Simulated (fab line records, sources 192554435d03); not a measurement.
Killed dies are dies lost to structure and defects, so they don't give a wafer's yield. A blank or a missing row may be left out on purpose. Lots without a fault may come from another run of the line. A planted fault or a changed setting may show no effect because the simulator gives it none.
fab line records | flow n5_finfet
record lots=7 wafers=21 last_day=18
route steps=1938 shown BEOL_M0@731 BEOL_M4@1111 PASSIVATION@1936
lots that met no fault: from a run of the same line without faults
start_h: hours from the record's first day to the start of the lot's first wafer shown | wait_h: hours since the lot's step before | " the same as in the row above | L1.1+2: a row that stands for several wafers | - no value, or no start given | * or withheld: withheld | < > ~ a bound
route shown NAME@n: a module of which the file shows steps, and the number in the route of the first | usual: mean/standard deviation of fault-free wafers | same: alike in all rows | chamber/n: place in a boat | sites: the reading at each site | _std_site: their standard deviation | _edge_site: outer sites' mean less inner sites' | radius_mm: how far each site lies from the wafer's centre | mask NAME#n: copy n | behind: the tool/chamber that last shaped the wafer | hold: why the lot was held/for how many hours/how that ended | device: the transistor (n, p or np) that didn't switch | end of line: the same wafers' tests at the end of the route | a step without rows: its recipe alone | killed: dies lost to structure and defects at the first sort, not the wafer's yield | map: a wafer's dies, x killed, . not, _ none there
set.NAME: the setting as run; set.NAME@STEP: as run at that earlier step | model.NAME: the simulator's own value behind a step, which no gauge read
lots at some steps of the route; a table a step, a row a wafer
services: from which hour (start_h, from the record's first day; less than 0 if before it) a tool's chamber was out of use, for how many hours, and why
## steps
# step N5_BEOL_M0_ALD_136
# recipe material=TaN target_thk_a=* temp_c=275 ald_precursor_family=PDMAT ald_co_reactant=NH3 pressure_torr=3 carrier_flow_sccm=1500 pulse_time_s=2 purge_time_s=3 co_reactant_purge_time_s=2 co_reactant_pulse_time_s=3 ald_cycles=30 precursor_vessel_temp_c=75 precursor_vessel_pressure_torr=26.25 precursor_vessel_carrier_sccm=1000
# step N5_BEOL_M0_SURFACE_TREAT_137
# recipe gas=Ar time_s=* ion_energy_ev=* ion_current_ma_cm2=0.5 pressure_mtorr=* ar_flow_sccm=30
# step N5_BEOL_M0_CVD_115
# recipe material=Co target_thk_a=* temp_c=withheld precursor=CCTBA/H2 pressure_torr=30 time_s=120
# step N5_BEOL_M0_SPUTTER_116
# recipe material=Cu target_thk_a=40 temp_c=-20 chamber_pressure_pa=0.07 power_w=withheld time_s=7.37
# usual throttle_valve_pct=29.8/1.2
# same time_s=7.37
# columns lot.wafer tool chamber start_h wait_h throttle_valve_pct
L879.1 pvd_sputter-03 - 155.70 0.1 31.4
L879.3 " - " " 30.1
L879.6 " - " " 29.5
L880.2 pvd_sputter-01 - 159.98 0.1 29.8
L880.3 " - " " 30.5
L880.6 " - " " 28.7
L881.3 pvd_sputter-03 - 164.96 1.1 29.5
L881.4 " - " " 30.1
L881.5 " - " " 29.6
L890.1 pvd_sputter-01 - 214.01 0.2 30.1
L890.4 " - " " 29.4
L890.6 " - " " 30.6
L893.1 pvd_sputter-03 - 233.77 1.2 29.6
L893.3 " - " " 31.3
L893.4 " - " " 27.7
L895.4 pvd_sputter-01 - 252.89 0.1 29.0
L895.5 " - " " 29.0
L895.6 " - " " 30.3
L897.2 pvd_sputter-02 - 255.70 0.1 29.6
L897.5 " - " " 29.0
L897.6 " - " " 30.2
# step N5_BEOL_M0_ANNEAL_117
# recipe temp_c=400 time_s=60 ambient=vacuum
# usual heater_power_w=825/64
# same time_s=60
# columns lot.wafer tool chamber start_h wait_h heater_power_w
L879.1 pvd_sputter-03 - 155.78 0.0 968
L879.3 " - " " 811
L879.6 " - " " 786
L880.2 pvd_sputter-01 - 160.06 0.0 767
L880.3 " - " " 808
L880.6 " - " " 948
L881.3 pvd_sputter-03 - 165.04 0.0 757
L881.4 " - " " 810
L881.5 " - " " 773
L890.1 pvd_sputter-01 - 214.09 0.0 755
L890.4 " - " " 941
L890.6 " - " " 801
L893.1 pvd_sputter-03 - 233.85 0.0 745
L893.3 " - " " 915
L893.4 " - " " 783
L895.4 pvd_sputter-01 - 252.97 0.0 778
L895.5 " - " " 776
L895.6 " - " " 775
L897.2 pvd_sputter-02 - 255.78 0.0 809
L897.5 " - " " 831
L897.6 " - " " 862
# step N5_BEOL_M0_SPUTTER_132
# recipe material=Cu target_thk_a=40 temp_c=-20 chamber_pressure_pa=0.07 power_w=withheld time_s=7.37
# step N5_BEOL_M0_ANNEAL_133
# recipe temp_c=400 time_s=60 ambient=vacuum
# step N5_BEOL_M0_SPUTTER_134
# recipe material=Cu target_thk_a=40 temp_c=-20 chamber_pressure_pa=0.07 power_w=withheld time_s=7.37
# usual throttle_valve_pct=29.7/1.2
# same time_s=7.37
# columns lot.wafer tool chamber start_h wait_h throttle_valve_pct
L879.1 pvd_sputter-03 - 155.94 0.0 31.2
L879.3 " - " " 30.4
L879.6 " - " " 29.5
L880.2 pvd_sputter-01 - 160.22 0.0 29.9
L880.3 " - " " 30.8
L880.6 " - " " 29.0
L881.3 pvd_sputter-03 - 165.20 0.0 29.4
L881.4 " - " " 30.2
L881.5 " - " " 29.5
L890.1 pvd_sputter-01 - 214.25 0.0 29.8
L890.4 " - " " 28.6
L890.6 " - " " 30.6
L893.1 pvd_sputter-03 - 234.01 0.0 29.5
L893.3 " - " " 31.4
L893.4 " - " " 27.4
L895.4 pvd_sputter-01 - 253.13 0.0 29.1
L895.5 " - " " 28.8
L895.6 " - " " 30.0
L897.2 pvd_sputter-02 - 255.94 0.0 29.4
L897.5 " - " " 29.0
L897.6 " - " " 30.1
# step N5_BEOL_M0_ANNEAL_135
# recipe temp_c=400 time_s=60 ambient=vacuum
# usual heater_power_w=823/64
# same time_s=60
# columns lot.wafer tool chamber start_h wait_h heater_power_w
L879.1 pvd_sputter-03 - 156.02 0.0 944
L879.3 " - " " 807
L879.6 " - " " 754
L880.2 pvd_sputter-01 - 160.30 0.0 785
L880.3 " - " " 839
L880.6 " - " " 930
L881.3 pvd_sputter-03 - 165.28 0.0 769
L881.4 " - " " 821
L881.5 " - " " 749
L890.1 pvd_sputter-01 - 214.33 0.0 775
L890.4 " - " " 940
L890.6 " - " " 804
L893.1 pvd_sputter-03 - 234.09 0.0 761
L893.3 " - " " 943
L893.4 " - " " 779
L895.4 pvd_sputter-01 - 253.21 0.0 773
L895.5 " - " " 761
L895.6 " - " " 751
L897.2 pvd_sputter-02 - 256.02 0.0 802
L897.5 " - " " 834
L897.6 " - " " 853
# step N5_BEOL_M0_SPUTTER_141
# recipe material=Cu target_thk_a=40 temp_c=-20 chamber_pressure_pa=0.07 power_w=withheld time_s=7.37
# step N5_BEOL_M0_ECD_118
# recipe material=Cu target_thk_a=3000
# step N5_BEOL_M0_ANNEAL_119
# recipe temp_c=225 time_s=90 ambient=N2
# step N5_BEOL_M0_CMP_120
# recipe stop_on=SiOC t_overpolish_s=6.9 down_force_psi=1 platen_rpm=50 clearing_platen_down_force_psi=1.5 clearing_platen_rpm=50 post_cmp_clean=cu_alkaline clearing_platen_pad_velocity_m_s=0.99484 pad_velocity_m_s=0.99484
# usual barrier_field_endpoint_s=3.76/0.13 clearing_platen_down_force_psi=1.4995/0.0029 motor_current_A=5.9/0.61 overpolish_run_s=6.902/0.0092 pad_life_wafers=1209/610 time_to_endpoint_s=62/3.3
# columns lot.wafer tool chamber start_h wait_h barrier_field_endpoint_s clearing_platen_down_force_psi motor_current_A overpolish_run_s pad_life_wafers time_to_endpoint_s model.SiOC_of_BEOL_M0_SAQP_ILD_DEP_01.thk_nm
L879.3 cmp-02 0 156.63 0.2 - - - - - - 42.6
L879.1 " 1 " " - - - - - - 41.8
L879.6 " 3 " " - - - - - - 43.2
L880.2 cmp-04 0 161.54 0.3 - - - - - - 42.6
L880.3 " 2 " " - - - - - - 42.4
L880.6 " 0 " " - - - - - - 43.2
L881.3 cmp-04 2 165.82 0.2 - - - - - - 42.2
L881.4 " 1 " " - - - - - - 43.6
L881.5 " 2 " " - - - - - - 42.2
L890.4 cmp-02 3 214.86 0.1 3.65 1.4943 5.4 6.899 1632 57 39.4
L890.1 " 1 " " 3.78 1.4987 6.7 6.905 1634 61 38.6
L890.6 " 3 " " 3.53 1.5026 5.7 6.902 - 56 39.2
L893.4 cmp-02 1 234.64 0.1 3.84 1.4999 6.9 6.908 1782 68 40.2
L893.3 " 3 " " 3.70 1.4976 5.6 6.899 1784 60 39.4
L893.1 " 0 " " 3.70 1.5002 6.1 6.916 1785 65 38.6
L895.4 cmp-04 0 253.86 0.2 3.76 1.4957 6.4 6.916 933 61 38.8
L895.5 " 1 " " 3.50 1.4953 5.9 6.896 - 58 39.6
L895.6 " 2 " " 3.60 1.4986 5.7 6.916 - 60 39.6
L897.2 cmp-02 0 256.55 0.2 3.83 1.5003 6.1 6.891 1950 66 38.8
L897.5 " 0 " " 3.71 1.4965 6.5 6.903 - 66 39.8
L897.6 " 1 " " 3.76 1.4988 6.9 6.889 - 64 39.4
# step N5_BEOL_M0_PRE_CLEAN_131
# recipe gas=NH3/H2 time_s=15 temp_c=* rf_power_w=300
# step N5_BEOL_M0_CO_CAP_123
# recipe material=Co target_thk_a=20 temp_c=200 precursor=CCTBA/H2 pressure_torr=30 time_s=102.1
# usual heater_power_w=228/36
# same time_s=102.1
# columns lot.wafer tool chamber start_h wait_h heater_power_w
L879.1 cvd_co-02 1 156.93 0.0 167
L879.3 " 0 " " 233
L879.6 " 2 " " 258
L880.2 cvd_co-01 0 161.89 0.0 270
L880.3 " 0 " " 276
L880.6 " 0 " " 272
L881.3 cvd_co-01 1 166.19 0.0 224
L881.4 " 0 " " 275
L881.5 " 2 " " 182
L890.1 cvd_co-02 1 215.24 0.0 166
L890.4 " 1 " " 167
L890.6 " 0 " " 231
L893.1 cvd_co-02 2 235.03 0.0 254
L893.3 " 1 " " 165
L893.4 " 2 " " 252
L895.4 cvd_co-01 0 254.17 0.0 273
L895.5 " 2 " " 186
L895.6 " 1 " " 225
L897.2 cvd_co-01 0 256.93 0.0 274
L897.5 " 0 " " 280
L897.6 " 1 " " 228
# step N5_BEOL_M0_PRE_CLEAN_124
# recipe gas=NH3 time_s=15 temp_c=withheld rf_power_w=300
# step N5_BEOL_M0_DEP_125
# recipe material=SiCN target_thk_a=80 temp_c=withheld precursor=3MS/NH3 pressure_torr=3 rf_w=202 time_s=14
# step N5_BEOL_M0_RS_MEAS_126
# recipe thk_meas_gauge=four-point-probe reads=Co_of_BEOL_M0_CO_CAP_123+Cu_of_BEOL_M0_ECD_118+Co_of_BEOL_M0_CVD_115+TaN_of_BEOL_M0_ALD_136
# usual M0_RS=0.536/0.017
# columns lot.wafer tool chamber start_h wait_h M0_RS[ohm/sq]
L879.1 film_metro-02 - 157.11 0.0 0.064
L879.3 " - " " 0.063
L879.6 " - " " 0.063
L880.2 film_metro-02 - 162.11 0.1 0.063
L880.3 " - " " 0.063
L880.6 " - " " 0.064
L881.3 film_metro-02 - 166.37 0.1 0.063
L881.4 " - " " 0.063
L881.5 " - " " 0.064
L890.1 film_metro-01 - 215.42 0.0 0.541
L890.4 " - " " 0.547
L890.6 " - " " 0.533
L893.1 film_metro-02 - 235.22 0.0 0.516
L893.3 " - " " 0.529
L893.4 " - " " 0.494
L895.4 film_metro-01 - 254.32 0.0 0.559
L895.5 " - " " 0.544
L895.6 " - " " 0.533
L897.2 film_metro-02 - 257.11 0.1 0.545
L897.5 " - " " 0.508
L897.6 " - " " 0.518
# step N5_BEOL_M0_INSPECT_127
# recipe inspect_instrument=darkfield mode=post_dep
# usual raw_defect_count=69/21
# columns lot.wafer tool chamber start_h wait_h raw_defect_count
L879.1 defect_inspect-01 - 157.14 0.0 3593
L879.3 " - " " 3640
L879.6 " - " " 3476
L880.2 defect_inspect-02 - 162.14 0.0 3595
L880.3 " - " " 3704
L880.6 " - " " 3527
L881.3 defect_inspect-01 - 166.40 0.0 3599
L881.4 " - " " 3583
L881.5 " - " " 3440
L890.1 defect_inspect-02 - 215.45 0.0 116
L890.4 " - " " 96
L890.6 " - " " 63
L893.1 defect_inspect-02 - 235.24 0.0 40
L893.3 " - " " 52
L893.4 " - " " 67
L895.4 defect_inspect-01 - 254.35 0.0 56
L895.5 " - " " 81
L895.6 " - " " 67
L897.2 defect_inspect-01 - 257.14 0.0 51
L897.5 " - " " 54
L897.6 " - " " 42
# step N5_BEOL_M4_RC_MEAS_101
# usual DIBL_N=36.4/2.7 DIBL_P=36/3.2 IOFF_N=0.16/0.046 IOFF_P=0.21/0.055 ION_N=677/15 ION_P=464/11 SS_N=71.5/0.79 SS_P=73.3/0.93 VT_N=250/4.1 VT_P=-251/4.4
# columns lot.wafer tool chamber start_h wait_h DIBL_N[mV/V] DIBL_P[mV/V] IOFF_N[nA/um] IOFF_P[nA/um] ION_N[uA/um] ION_P[uA/um] SS_N[mV/dec] SS_P[mV/dec] VT_N[mV] VT_P[mV]
L890.1 prober-01 0 265.87 0.0 34.4 34 0.11 0.14 659 444 70.8 72.3 257 -257
L890.4 " 0 " " 35.8 38 0.15 0.19 679 463 70.7 73.9 251 -251
L890.6 " 0 " " 36.1 37 0.13 0.17 679 452 71.5 72.9 256 -255
L893.1 prober-02 0 293.05 0.0 38.5 38 0.19 0.24 681 463 71.5 73.9 248 -248
L893.3 " 0 " " 38.0 38 0.19 0.26 679 471 72.1 74.8 245 -246
L893.4 " 0 " " 36.0 35 0.15 0.20 673 455 70.3 73.7 251 -250
L895.4 prober-02 0 317.09 0.5 39.8 40 0.23 0.26 692 470 72.3 74.0 245 -246
L895.5 " 0 " " 37.0 37 0.17 0.21 698 472 71.3 73.3 248 -250
L895.6 " 0 " " 40.3 42 0.26 0.30 696 471 73.2 74.7 244 -246
L897.2 prober-01 0 319.60 0.2 35.0 35 0.14 0.15 662 449 71.4 72.9 252 -256
L897.5 " 0 " " 36.2 36 0.15 0.15 667 447 72.0 73.0 251 -257
L897.6 " 0 " " 29.7 30 0.07 0.10 631 438 70.5 71.5 260 -263
# step N5_PASSIVATION_PROBE_49
# usual defect_limited_yield=91.1/1.4 killed_at_M0_to_M3=34/9.7 killed_at_M4_up=13/5.1 killed_at_contacts=14/6.3 killed_at_front_end=40/11 killed_at_other=3.5/2.7 killed_dies=105/16 killed_on_rim=13/4.1 killed_open=70/12 killed_short=34/7.8 sort_bin_4_leakage=0.02/0.13 sort_bin_5_function=5.2/0.88 sort_bin_6_memory=3.3/0.7 sort_bin_8_speed=0.1/0.62 sort_n_pass=1074/17 sort_yield_pct=91.0/1.5
# same gross_dies=1180 killed_at_back_side=0
# columns lot.wafer tool chamber start_h wait_h defect_limited_yield[%] killed_at_M0_to_M3 killed_at_M4_up killed_at_contacts killed_at_front_end killed_at_other killed_dies killed_on_rim killed_open killed_short sort_bin_4_leakage[%] sort_bin_5_function[%] sort_bin_6_memory[%] sort_bin_8_speed[%] sort_n_pass sort_yield_pct[%]
L879.1 prober-01 - 320.87 0.0 0 1124 10 9 29 8 1180 152 59 34 0 4.6 3.1 0 0 0
L879.3 prober-01 - 320.97 0.1 0 1115 10 16 37 2 1180 152 69 28 0 5.1 3.0 0 0 0
L879.6 prober-01 - 321.12 0.3 0 1115 19 11 31 4 1180 152 62 32 0 5.0 2.7 0 0 0
L880.2 prober-01 - 331.36 0.1 0 1111 17 12 39 1 1180 152 57 33 0 5.2 2.2 0 0 0
L880.3 prober-01 - 331.41 0.1 0 1096 20 18 44 2 1180 152 80 31 0 6.2 2.8 0 0 0
L880.6 prober-01 - 331.56 0.3 0 1103 11 19 46 1 1180 152 75 39 0 5.9 3.4 0 0 0
L881.3 prober-01 - 335.96 0.1 0 1108 17 11 43 1 1180 152 63 31 0 4.1 4.0 0 0 0
L881.4 prober-01 - 336.01 0.2 0 1111 13 16 39 1 1180 152 65 20 0 4.4 2.8 0 0 0
L881.5 prober-01 - 336.06 0.2 0 1129 8 18 25 0 1180 152 68 27 0 5.5 2.3 0 0 0
L890.1 prober-01 - 371.50 0.0 92.0 35 19 11 28 1 94 12 67 26 0 4.8 2.7 0 1086 92.0
L890.4 prober-01 - 371.65 0.2 92.7 30 11 4 38 3 86 9 57 28 0 4.4 2.5 0 1094 92.7
L890.6 prober-01 - 371.75 0.3 92.2 40 9 7 33 3 92 14 67 25 0 4.2 3.4 0 1088 92.2
L893.1 prober-01 - 398.79 0.0 89.6 47 10 20 42 4 123 10 79 42 0 5.6 4.4 0 1057 89.6
L893.3 prober-01 - 398.89 0.1 91.3 45 13 7 31 7 103 12 65 37 0 6.0 2.4 0 1077 91.3
L893.4 prober-01 - 398.94 0.2 90.9 45 7 14 36 5 107 11 57 48 0 5.7 2.7 0 1073 90.9
L895.4 prober-01 - 407.66 0.2 91.6 26 16 15 39 3 99 10 62 34 0.08 4.5 3.4 0 1080 91.5
L895.5 prober-01 - 407.71 0.2 92.7 29 9 19 29 0 86 10 70 16 0 4.3 2.9 0 1094 92.7
L895.6 prober-01 - 407.76 0.3 89.9 41 20 24 34 0 119 21 78 41 0 6.4 3.0 0 1061 89.9
# killed by level:class
L879.1 BEOL_M0:area_cmp=1084 BEOL_M2:geometric_particle:open=8 MOL_CONTACT_COAG:geometric_particle:open=8 FIN_SAQP:geometric_particle:short=7 BEOL_M0_SAQP:geometric_particle:short=7 BEOL_M1:geometric_particle:open=7 BEOL_M0_SAQP:geometric_particle:open=6 STI_FIN_REVEAL:geometric_particle:open=5
L879.3 BEOL_M0:area_cmp=1082 MOL_CONTACT_COAG:geometric_particle:open=15 STI_FIN_REVEAL:geometric_particle:open=8 BEOL_M3:geometric_particle:open=8 FIN_SAQP:geometric_particle:short=6 BEOL_M2:geometric_particle:open=6 BEOL_M0_SAQP:geometric_particle:open=5 DUMMY_GATE:geometric_particle:open=4
L879.6 BEOL_M0:area_cmp=1085 MOL_CONTACT_COAG:geometric_particle:open=10 BEOL_M1:geometric_particle:open=7 FIN_SAQP:geometric_particle:short=6 STI_FIN_REVEAL:geometric_particle:open=6 BEOL_M4:geometric_particle:open=6 BEOL_M2:geometric_particle:open=5 BEOL_M5:geometric_particle:open=5
L880.2 BEOL_M0:area_cmp=1089 FIN_SAQP:geometric_particle:short=11 STI_FIN_REVEAL:geometric_particle:open=9 MOL_CONTACT_COAG:geometric_particle:open=8 BEOL_M4:geometric_particle:open=8 FIN_SAQP:geometric_particle:open=7 BEOL_M1:geometric_particle:open=5 MOL_CONTACT_COAG:geometric_particle:short=4
L880.3 BEOL_M0:area_cmp=1069 BEOL_M4:geometric_particle:open=15 STI_FIN_REVEAL:geometric_particle:open=14 MOL_CONTACT_COAG:geometric_particle:open=13 FIN_SAQP:geometric_particle:short=9 BEOL_M0_SAQP:geometric_particle:open=8 DUMMY_GATE:geometric_particle:open=7 BEOL_M1:geometric_particle:open=6
L880.6 BEOL_M0:area_cmp=1066 STI_FIN_REVEAL:geometric_particle:open=13 MOL_CONTACT_COAG:geometric_particle:open=13 BEOL_M2:geometric_particle:open=10 FIN_SAQP:geometric_particle:open=6 MOL_CONTACT_COAG:geometric_particle:short=6 BEOL_M0_SAQP:geometric_particle:open=6 FIN_SAQP:geometric_particle:short=5
L881.3 BEOL_M0:area_cmp=1083 STI_FIN_REVEAL:geometric_particle:open=10 MOL_CONTACT_COAG:geometric_particle:open=9 BEOL_M0_SAQP:geometric_particle:short=9 GATE_CUT:geometric_particle:open=7 BEOL_M0_SAQP:geometric_particle:open=6 BEOL_M5:geometric_particle:open=6 DUMMY_GATE:geometric_particle:open=5
L881.4 BEOL_M0:area_cmp=1094 STI_FIN_REVEAL:geometric_particle:open=16 MOL_CONTACT_COAG:geometric_particle:open=11 BEOL_M0:geometric_particle:open=9 MOL_CONTACT_COAG:geometric_particle:short=5 GATE_CUT:geometric_particle:open=4 BEOL_M4:geometric_particle:open=4 BEOL_M5:geometric_particle:open=4
L881.5 BEOL_M0:area_cmp=1084 MOL_CONTACT_COAG:geometric_particle:open=17 BEOL_M0_SAQP:geometric_particle:open=9 BEOL_M3:geometric_particle:open=9 BEOL_M0_SAQP:geometric_particle:short=8 BEOL_M2:geometric_particle:open=7 BEOL_M0:geometric_particle:open=6 STI_FIN_REVEAL:geometric_particle:open=5
L890.1 STI_FIN_REVEAL:geometric_particle:open=12 MOL_CONTACT_COAG:geometric_particle:open=9 BEOL_M0_SAQP:geometric_particle:open=7 BEOL_M2:geometric_particle:open=6 BEOL_M1:geometric_particle:open=5 BEOL_M0_SAQP:geometric_particle:short=5 STI_FIN_REVEAL:geometric_particle:short=4 BEOL_M4:geometric_particle:open=4
L890.4 STI_FIN_REVEAL:geometric_particle:open=9 FIN_SAQP:geometric_particle:open=7 BEOL_M0_SAQP:geometric_particle:open=6 BEOL_M1:geometric_particle:open=6 BEOL_M4:geometric_particle:open=6 BEOL_M0_SAQP:geometric_particle:short=5 BEOL_M3:geometric_particle:open=5 STARTING-WAFER:geometric_particle:short=4
L890.6 BEOL_M3:geometric_particle:open=11 FIN_SAQP:geometric_particle:open=10 BEOL_M0_SAQP:geometric_particle:open=9 BEOL_M0_SAQP:geometric_particle:short=9 STI_FIN_REVEAL:geometric_particle:open=7 DUMMY_GATE:geometric_particle:open=6 BEOL_M4:geometric_particle:open=6 BEOL_M2:geometric_particle:open=5
L893.1 MOL_CONTACT_COAG:geometric_particle:open=16 BEOL_M0_SAQP:geometric_particle:short=12 BEOL_M0_SAQP:geometric_particle:open=12 BEOL_M3:geometric_particle:open=11 FIN_SAQP:geometric_particle:open=8 FIN_SAQP:geometric_particle:short=7 STI_FIN_REVEAL:geometric_particle:open=7 BEOL_M1:geometric_particle:open=5
L893.3 BEOL_M3:geometric_particle:open=17 BEOL_M0_SAQP:geometric_particle:short=12 BEOL_M0_SAQP:geometric_particle:open=8 FIN_SAQP:geometric_particle:short=7 FIN_SAQP:geometric_particle:open=4 STI_FIN_REVEAL:geometric_particle:open=4 MOL_CONTACT_COAG:geometric_particle:open=4 BEOL_M5:geometric_particle:open=4
L893.4 MOL_CONTACT_COAG:geometric_particle:open=13 BEOL_M0_SAQP:geometric_particle:open=11 FIN_SAQP:geometric_particle:short=9 GATE_CUT:geometric_particle:short=9 BEOL_M0_SAQP:geometric_particle:short=8 BEOL_M2:geometric_particle:open=8 BEOL_M1:geometric_particle:open=5 FIN_SAQP:geometric_particle:open=4
L895.4 MOL_CONTACT_COAG:geometric_particle:open=14 BEOL_M0_SAQP:geometric_particle:open=9 BEOL_M4:geometric_particle:open=9 SPACER0:geometric_particle:open=5 GATE_CUT:geometric_particle:short=5 BEOL_M0_SAQP:geometric_particle:short=5 FIN_SAQP:geometric_particle:short=4 DUMMY_GATE:geometric_particle:open=4
L895.5 MOL_CONTACT_COAG:geometric_particle:open=18 FIN_SAQP:geometric_particle:open=12 BEOL_M0_SAQP:geometric_particle:open=10 BEOL_M0_SAQP:geometric_particle:short=6 DUMMY_GATE:geometric_particle:open=4 BEOL_M2:geometric_particle:open=4 BEOL_M1:geometric_particle:open=3 BEOL_M4:geometric_particle:open=3
L895.6 MOL_CONTACT_COAG:geometric_particle:open=17 BEOL_M4:geometric_particle:open=15 BEOL_M0_SAQP:geometric_particle:short=9 BEOL_M2:geometric_particle:open=8 FIN_SAQP:geometric_particle:open=7 MOL_CONTACT_COAG:geometric_particle:short=7 BEOL_M3:geometric_particle:open=6 BEOL_M3:geometric_particle:short=5
# map L879.1 (x killed, . not)
_________________xxxxxxxxxxxx________________
______________xxxxxxxxxxxxxxxxxx_____________
___________xxxxxxxxxxxxxxxxxxxxxxxx__________
__________xxxxxxxxxxxxxxxxxxxxxxxxxx_________
________xxxxxxxxxxxxxxxxxxxxxxxxxxxxxx_______
_______xxxxxxxxxxxxxxxxxxxxxxxxxxxxxxxx______
______xxxxxxxxxxxxxxxxxxxxxxxxxxxxxxxxxx_____
_____xxxxxxxxxxxxxxxxxxxxxxxxxxxxxxxxxxxx____
____xxxxxxxxxxxxxxxxxxxxxxxxxxxxxxxxxxxxxx___
___xxxxxxxxxxxxxxxxxxxxxxxxxxxxxxxxxxxxxxxx__
___xxxxxxxxxxxxxxxxxxxxxxxxxxxxxxxxxxxxxxxx__
__xxxxxxxxxxxxxxxxxxxxxxxxxxxxxxxxxxxxxxxxxx_
__xxxxxxxxxxxxxxxxxxxxxxxxxxxxxxxxxxxxxxxxxx_
_xxxxxxxxxxxxxxxxxxxxxxxxxxxxxxxxxxxxxxxxxxxx
_xxxxxxxxxxxxxxxxxxxxxxxxxxxxxxxxxxxxxxxxxxxx
_xxxxxxxxxxxxxxxxxxxxxxxxxxxxxxxxxxxxxxxxxxxx
_xxxxxxxxxxxxxxxxxxxxxxxxxxxxxxxxxxxxxxxxxxxx
_xxxxxxxxxxxxxxxxxxxxxxxxxxxxxxxxxxxxxxxxxxxx
_xxxxxxxxxxxxxxxxxxxxxxxxxxxxxxxxxxxxxxxxxxxx
_xxxxxxxxxxxxxxxxxxxxxxxxxxxxxxxxxxxxxxxxxxxx
_xxxxxxxxxxxxxxxxxxxxxxxxxxxxxxxxxxxxxxxxxxxx
__xxxxxxxxxxxxxxxxxxxxxxxxxxxxxxxxxxxxxxxxxx_
__xxxxxxxxxxxxxxxxxxxxxxxxxxxxxxxxxxxxxxxxxx_
___xxxxxxxxxxxxxxxxxxxxxxxxxxxxxxxxxxxxxxxx__
___xxxxxxxxxxxxxxxxxxxxxxxxxxxxxxxxxxxxxxxx__
____xxxxxxxxxxxxxxxxxxxxxxxxxxxxxxxxxxxxxx___
_____xxxxxxxxxxxxxxxxxxxxxxxxxxxxxxxxxxxx____
______xxxxxxxxxxxxxxxxxxxxxxxxxxxxxxxxxx_____
_______xxxxxxxxxxxxxxxxxxxxxxxxxxxxxxxx______
________xxxxxxxxxxxxxxxxxxxxxxxxxxxxxx_______
__________xxxxxxxxxxxxxxxxxxxxxxxxxx_________
___________xxxxxxxxxxxxxxxxxxxxxxxx__________
______________xxxxxxxxxxxxxxxxxx_____________
_________________xxxxxxxxxxxx________________
# map L880.2 (x killed, . not)
_________________xxxxxxxxxxxx________________
______________xxxxxxxxxxxxxxxxxx_____________
___________xxxxxxxxxxxxxxxxxxxxxxxx__________
__________xxxxxxxxxxxxxxxxxxxxxxxxxx_________
________xxxxxxxxxxxxxxxxxxxxxxxxxxxxxx_______
_______xxxxxxxxxxxxxxxxxxxxxxxxxxxxxxxx______
______xxxxxxxxxxxxxxxxxxxxxxxxxxxxxxxxxx_____
_____xxxxxxxxxxxxxxxxxxxxxxxxxxxxxxxxxxxx____
____xxxxxxxxxxxxxxxxxxxxxxxxxxxxxxxxxxxxxx___
___xxxxxxxxxxxxxxxxxxxxxxxxxxxxxxxxxxxxxxxx__
___xxxxxxxxxxxxxxxxxxxxxxxxxxxxxxxxxxxxxxxx__
__xxxxxxxxxxxxxxxxxxxxxxxxxxxxxxxxxxxxxxxxxx_
__xxxxxxxxxxxxxxxxxxxxxxxxxxxxxxxxxxxxxxxxxx_
_xxxxxxxxxxxxxxxxxxxxxxxxxxxxxxxxxxxxxxxxxxxx
_xxxxxxxxxxxxxxxxxxxxxxxxxxxxxxxxxxxxxxxxxxxx
_xxxxxxxxxxxxxxxxxxxxxxxxxxxxxxxxxxxxxxxxxxxx
_xxxxxxxxxxxxxxxxxxxxxxxxxxxxxxxxxxxxxxxxxxxx
_xxxxxxxxxxxxxxxxxxxxxxxxxxxxxxxxxxxxxxxxxxxx
_xxxxxxxxxxxxxxxxxxxxxxxxxxxxxxxxxxxxxxxxxxxx
_xxxxxxxxxxxxxxxxxxxxxxxxxxxxxxxxxxxxxxxxxxxx
_xxxxxxxxxxxxxxxxxxxxxxxxxxxxxxxxxxxxxxxxxxxx
__xxxxxxxxxxxxxxxxxxxxxxxxxxxxxxxxxxxxxxxxxx_
__xxxxxxxxxxxxxxxxxxxxxxxxxxxxxxxxxxxxxxxxxx_
___xxxxxxxxxxxxxxxxxxxxxxxxxxxxxxxxxxxxxxxx__
___xxxxxxxxxxxxxxxxxxxxxxxxxxxxxxxxxxxxxxxx__
____xxxxxxxxxxxxxxxxxxxxxxxxxxxxxxxxxxxxxx___
_____xxxxxxxxxxxxxxxxxxxxxxxxxxxxxxxxxxxx____
______xxxxxxxxxxxxxxxxxxxxxxxxxxxxxxxxxx_____
_______xxxxxxxxxxxxxxxxxxxxxxxxxxxxxxxx______
________xxxxxxxxxxxxxxxxxxxxxxxxxxxxxx_______
__________xxxxxxxxxxxxxxxxxxxxxxxxxx_________
___________xxxxxxxxxxxxxxxxxxxxxxxx__________
______________xxxxxxxxxxxxxxxxxx_____________
_________________xxxxxxxxxxxx________________
## services
# columns tool chamber start_h hours kind
pvd_sputter-03 - 137.19 0.5 repair
cmp-04 - 147.72 1.7 repair
cvd_co-01 2 150.93 11.7 repair
cmp-02 - 160.85 1.0 repair
cmp-02 - 170.68 1.6 repair
pvd_sputter-01 - 172.98 11.1 repair
cmp-02 - 201.76 0.5 repair
cmp-04 - 203.16 1.2 repair
## key
first_sign step=N5_BEOL_M0_CMP_120 reading=tool_record direction=missing
effect step=N5_BEOL_M0_RS_MEAS_126 reading=M0_RS direction=down sigmas=27 usual=0.536 struck=0.063
effect step=N5_BEOL_M0_INSPECT_127 reading=raw_defect_count direction=up sigmas=99+ usual=69 struck=3573
effect step=N5_PASSIVATION_PROBE_49 reading=killed_at_M0_to_M3 direction=up sigmas=99+ usual=34 struck=1112
model_effect step=N5_BEOL_M0_CMP_120 value=SiOC_of_BEOL_M0_SAQP_ILD_DEP_01.thk_nm without=39.64 struck=42.64
more_kills_born_at N5_BEOL_M0_CMP_120@cmp-04=6485 N5_BEOL_M0_CMP_120@cmp-02=3251
met_at N5_BEOL_M0_CMP_120
struck_wafers L879.1,L879.3,L879.6,L880.2,L880.3,L880.6,L881.3,L881.4,L881.5
later_rows_left_out L879.1,L879.3,L879.6,L880.2,L880.3,L880.6,L881.3,L881.4,L881.5
fault kind=skipped_step_whole tool=cmp-02,cmp-04 chamber=- onset_h=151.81 steps=N5_BEOL_M0_CMP_120 scope=struck_lots_only
# later_rows_left_out: the simulator's readings of these wafers behind a module that went badly wrong aren't trusted and aren't shown, but for the sort
